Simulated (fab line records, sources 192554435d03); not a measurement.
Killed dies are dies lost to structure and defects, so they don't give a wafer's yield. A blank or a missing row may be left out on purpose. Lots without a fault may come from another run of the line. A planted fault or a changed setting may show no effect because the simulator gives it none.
Chamber matching | flow n5_finfet | N5_BEOL_M3_ALD_84 on ald_metal-03: 4 sister chambers
The step deposits TaN, pulse time 2 s, purge time 3 s, co reactant purge time 2 s. 4 wafers are shown with their chamber, then 8 later ones without.

WAFERS WITH THEIR CHAMBER
wafer  | chamber | heater_power_w (W)
L081.4 | 3       | 410
L083.1 | 2       | 461
L083.2 | 0       | 360
L089.1 | 1       | 452

WAFERS WITHOUT THEIR CHAMBER
wafer  | heater_power_w (W)
L089.2 | 415
L089.4 | 453
L091.1 | 368
L091.2 | 466
L091.4 | 418
L093.2 | 460
L093.4 | 364
L093.6 | 367

WHICH CHAMBER EACH WENT THROUGH
wafer  | from the rows above     | in truth
L089.2 | 3                       | 3
L089.4 | can't be placed: 1 or 2 | 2
L091.1 | 0                       | 0
L091.2 | can't be placed: 2 or 1 | 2
L091.4 | 3                       | 3
L093.2 | can't be placed: 2 or 1 | 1
L093.4 | 0                       | 0
L093.6 | 0                       | 0
Placed correctly: 5 of 8. Can't be placed from these rows: 3 (the true chamber is among the candidates in 3). Placed wrongly: 0.
How it was worked out, from the rows above alone: a wafer's distance from a chamber is the root of the sum, over the readings, of the square of ((its reading less the chamber's mean) divided by the reading's scatter). The wafer belongs to the nearest chamber; if the next one is less than 2 further off, it can't be placed. A chamber's mean is the mean of its shown wafers. The scatter: with one shown wafer a chamber, the root of the mean of the squares of how far each hidden wafer lies from its nearest shown one.
